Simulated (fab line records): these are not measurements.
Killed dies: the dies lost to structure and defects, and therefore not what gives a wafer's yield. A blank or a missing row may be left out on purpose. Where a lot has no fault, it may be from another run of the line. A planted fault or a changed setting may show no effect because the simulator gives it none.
Matching of chambers :: flow n5 finfet :: N5_BEOL_M5_ILD_DEP_00 on pecvd-02: 3 sister chambers
The step deposits SiCOH lowk from DEMS/porogen, target thk 140.64 nm, time 25.9 s. 3 wafers are shown with their chamber, then 10 later ones without.

== WAFERS WITH THEIR CHAMBER ==
wafer: L089.1
chamber: 2
throttle valve pct (%): 13.5

wafer: L088.1
chamber: 1
throttle valve pct (%): 15.2

wafer: L088.3
chamber: 0
throttle valve pct (%): 15.0

== WAFERS WITHOUT THEIR CHAMBER ==
wafer: L088.4
throttle valve pct (%): 15.3

wafer: L091.4
throttle valve pct (%): 15.1

wafer: L091.5
throttle valve pct (%): 15.0

wafer: L091.6
throttle valve pct (%): 13.6

wafer: L092.1
throttle valve pct (%): 15.6

wafer: L092.3
throttle valve pct (%): 14.8

wafer: L092.4
throttle valve pct (%): 15.1

wafer: L096.3
throttle valve pct (%): 15.3

wafer: L096.5
throttle valve pct (%): 15.2

wafer: L096.6
throttle valve pct (%): 13.4

== THE CHAMBER EACH PASSED THROUGH ==
wafer: L088.4
from the rows above: can't be placed: 1 or 0
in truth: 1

wafer: L091.4
from the rows above: can't be placed: 0 or 1
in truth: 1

wafer: L091.5
from the rows above: can't be placed: 0 or 1
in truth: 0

wafer: L091.6
from the rows above: 2
in truth: 2

wafer: L092.1
from the rows above: can't be placed: 1 or 0
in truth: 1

wafer: L092.3
from the rows above: can't be placed: 0 or 1
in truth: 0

wafer: L092.4
from the rows above: can't be placed: 0 or 1
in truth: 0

wafer: L096.3
from the rows above: can't be placed: 1 or 0
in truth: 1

wafer: L096.5
from the rows above: can't be placed: 1 or 0
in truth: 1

wafer: L096.6
from the rows above: 2
in truth: 2
2 of 10 placed correctly. From these rows, 8 cannot be placed; in 8 the true chamber is one of the candidates. 0 placed wrongly.
How it was worked out, from the rows above alone: a wafer's distance from a chamber is the root of the sum, over the readings, of the square of ((its reading less the chamber's mean) divided by the reading's scatter). The wafer belongs to the nearest chamber; if the next one is less than 2 further off, it can't be placed. For every chamber, the mean is computed from those of its wafers that are shown. The scatter: with one shown wafer a chamber, the root of the mean of the squares of how far each hidden wafer lies from its nearest shown one.
